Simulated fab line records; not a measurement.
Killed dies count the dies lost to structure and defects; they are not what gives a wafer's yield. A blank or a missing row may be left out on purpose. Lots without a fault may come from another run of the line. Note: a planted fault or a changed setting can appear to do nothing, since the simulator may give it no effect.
fab line records | flow nandHarc
record: lots: 5 | wafers: 13 | lastDay: 33
route steps=1302 shown P_STI@99 P_GATE@110 END@1302
lots that met no fault: taken from a fault-free run of the same line
startH: start of the lot's first displayed wafer, in hours after the record's first day | waitH: how many hours have passed since the lot's step before this one | " the same as in the row above | L1.1+2: a row that stands for several wafers | - either no value or no given start | * or withheld: withheld | < > ~ a bound
route shown NAME@n: NAME is a module with steps in the file, n the number in the route of the first one | usual: mean/standard deviation of fault-free wafers | same: alike in all rows | chamber/n: place in a boat | sites: the reading at each site | _std_site: their standard deviation | _edge_site: the outer-site mean with the inner-site mean subtracted | radiusMm: how far each site lies from the wafer's centre | mask NAME#n: copy n | behind: the last tool/chamber to shape the wafer | hold: why the lot went on hold/how many hours it stayed there/how the hold came to an end | device: the n, p or np transistor that did not switch | end of line: the tests these same wafers got at the end of their route | step lacking rows: just its recipe | killed: count of dies lost to structure and defects at first sort (not the wafer's yield) | map: a wafer's dies, marking killed ones x, the rest . and places with no die _
set.NAME: the setting that was run; set.NAME@STEP: the one run at that earlier step | model.NAME: the simulator's own value behind a step, which no gauge read
certain route steps with their lots: each step a table, each wafer a row
services: when a tool's chamber went out of use (startH, in hours from the record's first day, below 0 if earlier), for how many hours, and the reason
== steps ==
step: NHARC_P_STI_ANNEAL_34
recipe: tempC: 1000 | timeS: 1800
step: NHARC_P_STI_CMP_21
recipe: tOverpolishS: 20 | targetThkNm: 380.67
usual: motorCurrentA: 12.5/1.1 | overpolishRunS: 20.000/0.0095
lot.wafer | tool   | chamber | startH | waitH | motorCurrentA | overpolishRunS
L192.4    | cmp-01 | 0       | 63.33  | 0.4   | 12.5          | 20.021
L192.6    | "      | 3       | "      | "     | 14.8          | 19.999
L192.5    | "      | 0       | "      | "     | 11.1          | 20.022
L205.2    | cmp-01 | 2       | 193.14 | 0.4   | 10.7          | 20.000
L206.4    | cmp-04 | 1       | 208.39 | 0.4   | 13.1          | 19.995
L206.1    | "      | 2       | "      | "     | 12.9          | 20.011
L206.6    | "      | 3       | "      | "     | 14.1          | 20.003
L211.2    | cmp-01 | 1       | 251.63 | 0.4   | 12.7          | 19.993
L211.3    | "      | 0       | "      | "     | 12.4          | 19.999
L211.6    | "      | 2       | "      | "     | 11.3          | 20.019
L213.4    | cmp-01 | 2       | 271.36 | 0.4   | 11.0          | 20.010
L213.1    | "      | 0       | "      | "     | 12.1          | 20.004
L213.5    | "      | 2       | "      | "     | 10.6          | 19.998
step: NHARC_P_STI_SRD_35
step: NHARC_P_STI_ETCH_36
recipe: targetDepthA: 388 | chemistry: dHF | material: SiO2
step: NHARC_P_STI_STRIP_24
recipe: tempC: 160 | chemistry: H3PO4 | material: Si3N4
step: NHARC_P_STI_ETCH_37
recipe: targetDepthA: 110 | chemistry: dHF | material: SiO2
step: NHARC_P_STI_PRECLEAN_38
recipe: timeS: * | tempC: 50 | bathAgeMin: 0 | chemistry: SC1
step: NHARC_P_STI_SRD_39
step: NHARC_P_STI_OXIDE_40
recipe: targetThkA: 100 | tempC: 900 | oxTimeS: 1362 | material: SiO2
step: NHARC_P_STI_INSPECT_25
usual: rawDefectCount: 221/86
lot.wafer | tool             | chamber | startH | waitH | rawDefectCount
L192.4    | defectInspect-02 | -       | 73.52  | 0.4   | 247
L192.5    | "                | -       | "      | "     | 338
L192.6    | "                | -       | "      | "     | 210
L205.2    | defectInspect-02 | -       | 200.85 | 0.4   | 228
L206.1    | defectInspect-02 | -       | 216.31 | 0.4   | 210
L206.4    | "                | -       | "      | "     | 154
L206.6    | "                | -       | "      | "     | 169
L211.2    | defectInspect-01 | -       | 260.23 | 0.4   | 141
L211.3    | "                | -       | "      | "     | 119
L211.6    | "                | -       | "      | "     | 112
L213.1    | defectInspect-01 | -       | 279.55 | 0.4   | 130
L213.4    | "                | -       | "      | "     | 173
L213.5    | "                | -       | "      | "     | 349
step: NHARC_P_GATE_ETCH_69
recipe: targetDepthA: 140 | chemistry: dHF | material: SiO2
step: NHARC_P_GATE_PRECLEAN_70
recipe: timeS: * | tempC: 50 | bathAgeMin: 0 | chemistry: SC1
usual: diwFlowMLMin: 1414/4.1 | h2o2FlowMLMin: 56.63/0.18
lot.wafer | tool        | chamber | startH | waitH | diwFlowMLMin | h2o2FlowMLMin
L192.4    | wetBench-01 | 3       | 73.67  | 0.1   | 1413         | 56.65
L192.5    | "           | 4       | "      | "     | 1419         | 56.48
L192.6    | "           | 6       | "      | "     | 1414         | 56.80
L205.2    | wetBench-03 | 6       | 201.01 | 0.0   | 1421         | 56.53
L206.4    | wetBench-02 | 6       | 216.47 | 0.1   | 1410         | 56.58
L206.6    | "           | 7       | "      | "     | 1417         | 56.78
L206.1    | "           | 1       | "      | "     | 1415         | 56.56
L211.3    | wetBench-02 | 5       | 260.38 | 0.1   | 1425         | 56.48
L211.6    | "           | 6       | "      | "     | 1414         | 56.82
L211.2    | "           | 7       | "      | "     | 1414         | 56.82
L213.4    | wetBench-03 | 6       | 279.70 | 0.1   | 1419         | 56.60
L213.5    | "           | 7       | "      | "     | 1412         | 56.68
L213.1    | "           | 1       | "      | "     | 1415         | 56.95
step: NHARC_P_GATE_SRD_01
step: NHARC_P_GATE_OXIDE_02
recipe: targetThkA: 375 | tempC: 950 | pH2oTorr: 720 | oxTimeS: 365 | material: SiO2
step: NHARC_P_GATE_DEHYDRATE_03
recipe: tempC: 150 | timeS: 120
step: NHARC_P_GATE_HMDS_04
recipe: timeS: 30
step: NHARC_P_GATE_COAT_05
recipe: spinRpm: 4690
step: NHARC_P_GATE_SOFTBAKE_06
recipe: tempC: 122 | timeS: 95
step: NHARC_P_GATE_EBR_07
step: NHARC_P_GATE_EXPOSE_08
recipe: na: 0.6 | doseMj: 16.75 | maskId: P_HV
step: NHARC_P_GATE_PEB_09
recipe: pebTempC: 118 | pebTimeS: 85
step: NHARC_P_GATE_DEVELOP_10
recipe: timeS: 70
step: NHARC_P_GATE_CD_MEAS_11
recipe: targetCdNm: 1640 | landingEnergyEv: 500
usual: cdNm: 1639.6/1.2
lot.wafer | tool     | chamber | startH | waitH | cdNm
L192.4    | cdSem-01 | 0       | 81.87  | -     | 1639.1
L192.5    | "        | 0       | "      | "     | 1641.2
L192.6    | "        | 0       | "      | "     | 1641.5
L205.2    | cdSem-03 | 0       | 209.15 | -     | 1639.1
L206.1    | cdSem-01 | 0       | 224.73 | -     | 1638.5
L206.4    | "        | 0       | "      | "     | 1639.6
L206.6    | "        | 0       | "      | "     | 1639.2
L211.2    | cdSem-01 | 0       | 268.71 | -     | 1640.1
L211.3    | "        | 0       | "      | "     | 1639.8
L211.6    | "        | 0       | "      | "     | 1639.1
L213.1    | cdSem-02 | 0       | 287.84 | -     | 1639.9
L213.4    | "        | 0       | "      | "     | 1639.8
L213.5    | "        | 0       | "      | "     | 1637.8
step: NHARC_P_GATE_HARDBAKE_12
recipe: tempC: 125 | timeS: 80
step: NHARC_P_GATE_DESCUM_13
recipe: timeS: 3 | o2FlowSccm: 200 | arFlowSccm: 0 | biasPowerW: 0 | chemistry: O2
usual: drypumpMotorCurrentA: 5.9/0.44 | oesProductAu: 1.002/0.0071 | rfVppV: 57.9/0.84 | showerheadPlenumPTorr: 1.93/0.062 | throttleValvePct: 11.311/0.0082
lot.wafer | tool       | chamber | startH | waitH | drypumpMotorCurrentA | oesProductAu | rfHoursCounterH | rfVppV | showerheadPlenumPTorr | throttleValvePct
L192.4    | rieDiel-13 | 1       | 82.02  | -     | 6.8                  | 0.992        | 3.7             | 58.9   | 1.99                  | 11.305
L192.6    | "          | 1       | "      | "     | 6.8                  | 0.996        | -               | 58.6   | 1.99                  | 11.317
L192.5    | "          | 2       | "      | "     | 5.6                  | 1.001        | -               | 58.4   | 1.87                  | 11.305
L205.2    | rieDiel-13 | 0       | 209.31 | -     | 5.8                  | 1.002        | 0.9             | 57.3   | 1.80                  | 11.321
L206.1    | rieDiel-01 | 2       | 224.90 | -     | 5.4                  | 0.996        | 0.6             | 57.3   | 1.90                  | 11.308
L206.4    | "          | 3       | "      | "     | 6.3                  | 0.999        | 0.9             | 58.1   | 1.97                  | 11.311
L206.6    | "          | 2       | "      | "     | 5.4                  | 0.997        | -               | 58.5   | 1.90                  | 11.319
L211.3    | rieDiel-07 | 0       | 268.88 | -     | 5.4                  | 1.001        | 7.6             | 58.9   | 1.83                  | 11.307
L211.2    | "          | 1       | "      | "     | 6.5                  | 0.996        | 7.9             | 58.6   | 1.85                  | 11.305
L211.6    | "          | 0       | "      | "     | 5.4                  | 0.997        | -               | 57.7   | 1.83                  | 11.312
L213.4    | rieDiel-13 | 2       | 288.00 | -     | 5.6                  | 1.005        | 4.5             | 57.9   | 1.87                  | 11.308
L213.1    | "          | 3       | "      | "     | 6.0                  | 1.007        | 4.3             | 57.7   | 2.00                  | 11.308
L213.5    | "          | 3       | "      | "     | 6.0                  | 0.998        | -               | 59.6   | 2.00                  | 11.306
step: NHARC_P_GATE_ETCH_14
recipe: targetDepthA: 488 | chemistry: dHF | material: SiO2
step: NHARC_P_GATE_STRIP_15
recipe: timeS: 780 | tempC: 130 | chemistry: SPM
step: NHARC_P_GATE_PRECLEAN_71
recipe: timeS: * | tempC: 50 | bathAgeMin: 0 | chemistry: SC1
step: NHARC_P_GATE_SRD_72
step: NHARC_P_GATE_OXIDE_16
recipe: targetThkA: 30 | tempC: 875 | oxTimeS: 392 | material: SiO2
step: NHARC_P_GATE_CVD_17
recipe: targetThkA: 1500 | tempC: 620 | timeS: 900 | material: poly-Si
step: NHARC_P_GATE_HM_DEP_102
recipe: targetThkA: 1200 | tempC: 400 | material: aC
usual: susceptorTempC: 399.94/0.23 | throttleValvePct: 35.001/0.0091
lot.wafer | tool      | chamber | startH | waitH | susceptorTempC | throttleValvePct
L192.4    | aclDep-01 | 0       | 95.78  | 0.7   | -              | 35.006
L192.5    | "         | 0       | "      | "     | -              | 35.002
L192.6    | "         | 0       | "      | "     | -              | 35.022
L205.2    | aclDep-02 | 0       | 221.72 | 0.5   | 399.67         | 34.993
L206.1    | aclDep-02 | 0       | 241.87 | 2.8   | 399.87         | 35.003
L206.4    | "         | 0       | "      | "     | 399.77         | 35.008
L206.6    | "         | 0       | "      | "     | 399.81         | 35.001
L211.2    | aclDep-01 | 0       | 283.11 | 2.2   | 400.18         | 35.002
L211.3    | "         | 0       | "      | "     | 400.03         | 35.020
L211.6    | "         | 0       | "      | "     | 400.41         | 35.005
L213.1    | aclDep-02 | 0       | 300.30 | 0.4   | 399.59         | 34.998
L213.4    | "         | 0       | "      | "     | 399.92         | 35.009
L213.5    | "         | 0       | "      | "     | 400.06         | 34.997
step: NHARC_P_GATE_DEP_103
recipe: targetThkA: 300 | targetThkNm: 30 | tempC: 400 | flowSccm: 200 | rfW: 350 | material: SiON
usual: heaterPowerW: 770/83 | susceptorTempC: 399.98/0.23
lot.wafer | tool     | chamber | startH | waitH | heaterPowerW | susceptorTempC
L192.5    | pecvd-02 | 1       | 96.20  | 0.2   | 753          | 399.99
L192.6    | "        | 2       | "      | "     | 748          | 400.00
L192.4    | "        | 0       | "      | "     | 844          | 400.01
L205.2    | pecvd-01 | 0       | 222.30 | 0.5   | 740          | 400.28
L206.1    | pecvd-04 | 0       | 242.68 | 0.7   | 842          | 399.90
L206.6    | "        | 1       | "      | "     | 834          | 399.48
L206.4    | "        | 0       | "      | "     | 844          | 399.80
L211.2    | pecvd-02 | 0       | 283.70 | 0.5   | 816          | 399.90
L211.3    | "        | 1       | "      | "     | 797          | 399.72
L211.6    | "        | 1       | "      | "     | 813          | 399.90
L213.1    | pecvd-02 | 2       | 301.14 | 0.7   | 622          | 399.86
L213.5    | "        | 1       | "      | "     | 822          | 400.26
L213.4    | "        | 2       | "      | "     | 610          | 399.78
step: NHARC_P_GATE_DEHYDRATE_18
recipe: tempC: 150 | timeS: 120
step: NHARC_P_GATE_HMDS_19
recipe: timeS: 30
step: NHARC_P_GATE_COAT_20
recipe: spinRpm: 1500 | resistThkNm: 90
step: NHARC_P_GATE_SOFTBAKE_21
recipe: tempC: 105 | timeS: 55
step: NHARC_P_GATE_EBR_22
step: NHARC_P_GATE_EXPOSE_23
recipe: na: 1.35 | targetCdNm: 120 | doseMj: 93.91 | maskId: P_GATE
step: NHARC_P_GATE_PEB_24
recipe: pebTempC: 100 | pebTimeS: 65
step: NHARC_P_GATE_DEVELOP_25
recipe: developTimeS: 35 | devTempC: 23
step: NHARC_P_GATE_INSPECT_28
usual: rawDefectCount: 6.0/2.7
lot.wafer | tool             | chamber | startH | waitH | hold                    | rawDefectCount
L192.4    | defectInspect-02 | -       | 96.92  | 0.0   | -                       | 3
L192.5    | "                | -       | "      | "     | -                       | 4
L192.6    | "                | -       | "      | "     | -                       | 4
L205.2    | defectInspect-02 | -       | 223.08 | 0.0   | awaitDispo/0.2h/release | 1457
L205.2    | defectInspect-02 | -       | 223.25 | 0.2   | -                       | 1459
L206.1    | defectInspect-01 | -       | 243.43 | 0.0   | -                       | 2
L206.4    | "                | -       | "      | "     | -                       | 4
L206.6    | "                | -       | "      | "     | -                       | 4
L211.2    | defectInspect-02 | -       | 284.50 | 0.0   | -                       | 6
L211.3    | "                | -       | "      | "     | -                       | 6
L211.6    | "                | -       | "      | "     | -                       | 4
L213.1    | defectInspect-01 | -       | 301.79 | 0.0   | -                       | 5
L213.4    | "                | -       | "      | "     | -                       | 6
L213.5    | "                | -       | "      | "     | -                       | 5
step: NHARC_P_GATE_DESCUM_31
recipe: timeS: 3 | o2FlowSccm: 200 | arFlowSccm: 0 | biasPowerW: 0 | chemistry: O2
usual: drypumpMotorCurrentA: 5.9/0.47 | oesProductAu: 1.002/0.0081 | rfVppV: 57.9/0.88 | showerheadPlenumPTorr: 1.92/0.069 | throttleValvePct: 11.311/0.01
lot.wafer | tool       | chamber | startH | waitH | hold                    | drypumpMotorCurrentA | oesProductAu | rfHoursCounterH | rfVppV | showerheadPlenumPTorr | throttleValvePct
L192.5    | rieDiel-13 | 2       | 97.01  | 0.1   | -                       | 5.6                  | 1.006        | -               | 58.4   | 1.87                  | 11.307
L192.6    | "          | 3       | "      | "     | -                       | 6.0                  | 0.992        | -               | 56.5   | 2.00                  | 11.290
L192.4    | "          | 1       | "      | "     | -                       | 6.8                  | 1.010        | -               | 59.7   | 1.98                  | 11.307
L205.2    | rieDiel-01 | 3       | 224.60 | 1.3   | awaitDispo/1.3h/release | 6.3                  | 0.993        | 0.7             | 59.2   | 1.97                  | 11.305
L206.1    | rieDiel-01 | 1       | 243.50 | 0.1   | -                       | 5.9                  | 0.989        | 1.1             | 56.4   | 1.93                  | 11.303
L206.4    | "          | 3       | "      | "     | -                       | 6.3                  | 1.014        | 1.9             | 59.6   | 1.97                  | 11.316
L206.6    | "          | 1       | "      | "     | -                       | 5.9                  | 1.003        | -               | 57.6   | 1.93                  | 11.293
L211.2    | rieDiel-13 | 2       | 284.57 | 0.1   | -                       | 5.6                  | 0.992        | 4.5             | 59.1   | 1.87                  | 11.307
L211.3    | "          | 0       | "      | "     | -                       | 5.7                  | 1.006        | 4.0             | 57.1   | 1.80                  | 11.302
L211.6    | "          | 2       | "      | "     | -                       | 5.6                  | 0.999        | -               | 58.6   | 1.87                  | 11.318
L213.4    | rieDiel-13 | 1       | 301.85 | 0.1   | -                       | 6.8                  | 1.009        | 4.5             | 57.2   | 1.98                  | 11.317
L213.1    | "          | 0       | "      | "     | -                       | 5.8                  | 0.997        | 4.3             | 57.0   | 1.80                  | 11.306
L213.5    | "          | 2       | "      | "     | -                       | 5.5                  | 0.996        | -               | 56.2   | 1.87                  | 11.329
step: NHARC_P_GATE_INSPECT_68
usual: rawDefectCount: 206/79
lot.wafer | tool             | chamber | startH | waitH | hold                    | rawDefectCount
L192.4    | defectInspect-01 | -       | 115.32 | 0.1   | -                       | 267
L192.5    | "                | -       | "      | "     | -                       | 326
L192.6    | "                | -       | "      | "     | -                       | 239
L205.2    | defectInspect-01 | -       | 248.15 | 0.1   | awaitDispo/0.2h/release | 1624
L205.2    | defectInspect-01 | -       | 248.32 | 0.2   | -                       | 1620
L206.1    | defectInspect-02 | -       | 262.79 | 0.2   | -                       | 172
L206.4    | "                | -       | "      | "     | -                       | 152
L206.6    | "                | -       | "      | "     | -                       | 181
L211.2    | defectInspect-01 | -       | 304.97 | 0.1   | -                       | 135
L211.3    | "                | -       | "      | "     | -                       | 104
L211.6    | "                | -       | "      | "     | -                       | 95
L213.1    | defectInspect-02 | -       | 319.96 | 0.2   | -                       | 125
L213.4    | "                | -       | "      | "     | -                       | 170
L213.5    | "                | -       | "      | "     | -                       | 331
step: NHARC_END_SORT_01
recipe: tempC: 25
usual: killedAtArray: 63/18 | killedAtOther: 1.1/1.3 | killedAtPeriphery: 4.3/2.8 | killedDies: 68/18 | killedOpen: 3.3/2 | killedShort: 2.4/1.6
same: grossDies: 677
lot.wafer | tool      | chamber | startH | waitH | killedAtArray | killedAtOther | killedAtPeriphery | killedDies | killedOpen | killedShort
L205.2    | prober-02 | 0       | 745.50 | 2.8   | 50            | 1             | 34                | 85         | 2          | 0
killed by level:class
L205.2 P_GATE:unspecified=32 A_CHANNEL_HOLE_D1:chamberFilmFlake=27 A_CHANNEL_HOLE_D2:chamberFilmFlake=10 A_CONTACT:chamberFilmFlake=5 A_CHANNEL_FILL_D2:chamberFilmFlake=3 A_ONON_D1:geometricParticle:open=1 A_WL_FILL:geometricParticle:open=1 P_ZERO_WELL:chamberFilmFlake=1
map L205.2 (x killed, . not)
____________.____________
_________......._________
_______..........._______
______.............______
_____.....x........._____
____......x...x......____
____.................____
___...................___
___...................___
__.....................__
__.................x...__
_......................._
_......................._
_......................._
_............x.......x.._
_......................x_
.............x...........
..............x..........
..................x......
.........................
..............x.......x..
_..............x...x...._
_..................x.x.._
_.................xxxx.x_
_....x...........x.xxxxx_
_................xxxxx.x_
__................xxxxx__
__...............x.xxxx__
___...............xxxx___
___..............xxxxx___
____x.x..........xxxx____
____.......xx..xxxxxx____
_____.....x.....xxxx_____
______...x.x.x..xxx______
_______x..x.....xx_______
_________x...x.._________
____________x____________
map L213.1 (x killed, . not)
____________.____________
_________......._________
_______..........._______
______.............______
_____..............._____
____.................____
____...........x..x..____
___.....x.............___
___.....x.............___
__....x....x...........__
__......x...x..........__
_....x.x................_
_....xxxx..............._
_......x........x......._
_.....x................._
_.....x................._
.........................
......x............x.....
.........................
......xx.................
.....x...................
_..x.x.................._
_....x.................._
_......................x_
_......................._
_x.x..........x........._
__.........x...........__
__x.........x..........__
___...................___
___.................x.___
____.....xx.........x____
____......x..xx......____
_____...xxxx.xx.x.x._____
______..x.xxx.x.xxx______
_______..x.xxx..xx_______
_________xxxxxx._________
____________x____________
== services ==
tool       | chamber | startH | hours | kind
pecvd-02   | -       | 46.56  | 13.0  | pm
rieDiel-13 | 1       | 49.23  | 3.6   | repair
aclDep-02  | -       | 61.54  | 13.0  | pm
pecvd-02   | 2       | 83.85  | 4.7   | repair
cmp-01     | -       | 88.72  | 4.0   | pm
rieDiel-13 | 0       | 94.00  | 4.0   | repair
rieDiel-13 | -       | 104.55 | 0.9   | repair
cmp-01     | -       | 105.03 | 0.3   | repair
rieDiel-01 | 0       | 105.87 | 6.0   | repair
rieDiel-01 | -       | 108.52 | 0.1   | repair
cmp-01     | -       | 120.61 | 22.2  | repair
pecvd-02   | 0       | 126.13 | 5.8   | repair
rieDiel-01 | 0       | 151.15 | 4.3   | repair
rieDiel-13 | 0       | 155.29 | 5.9   | repair
rieDiel-13 | -       | 165.00 | 9.0   | pm
cmp-01     | -       | 186.72 | 4.0   | pm
rieDiel-01 | -       | 203.80 | 9.0   | pm
cmp-01     | -       | 206.30 | 3.2   | repair
pecvd-02   | -       | 228.10 | 13.0  | pm
rieDiel-13 | 3       | 239.38 | 8.2   | repair
pecvd-02   | 2       | 247.41 | 11.4  | repair
rieDiel-13 | 2       | 252.45 | 1.2   | repair
rieDiel-13 | 0       | 254.60 | 7.8   | repair
cmp-01     | -       | 284.72 | 4.0   | pm
== key ==
firstSign: step: NHARC_P_GATE_INSPECT_28 | reading: rawDefectCount | direction: up | sigmas: 99+ | usual: 6.0 | struck: 1457
effect: step: NHARC_P_GATE_INSPECT_28 | reading: hold | direction: added
effect: step: NHARC_P_GATE_INSPECT_68 | reading: rawDefectCount | direction: up | sigmas: 18 | usual: 206 | struck: 1624
effect: step: NHARC_END_SORT_01 | reading: killedAtPeriphery | direction: up | sigmas: 10 | usual: 4.3 | struck: 34
moreKillsBornAt: NHARC_P_GATE_PRECLEAN_70@wetBench-03: 32
metAt NHARC_P_GATE_PRECLEAN_70
struckWafers L205.2
testerLeftOut L205
alsoFits NHARC_P_GATE_DEP_103:pecvd-01
fault: kind: chamberParticleSource | tool: wetBench-03 | chamber: 6 | onsetH: 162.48 | steps: NHARC_P_GATE_PRECLEAN_70 | ratePerVisitCm2: 2.1737 | endH: 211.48
testerLeftOut: of these lots the tester's yield and bins aren't shown, on N5 and GAA mostly nor the transistor test; their killed dies are dies lost to structure and defects alone, not to doping, threshold or leakage, so they don't give the yield
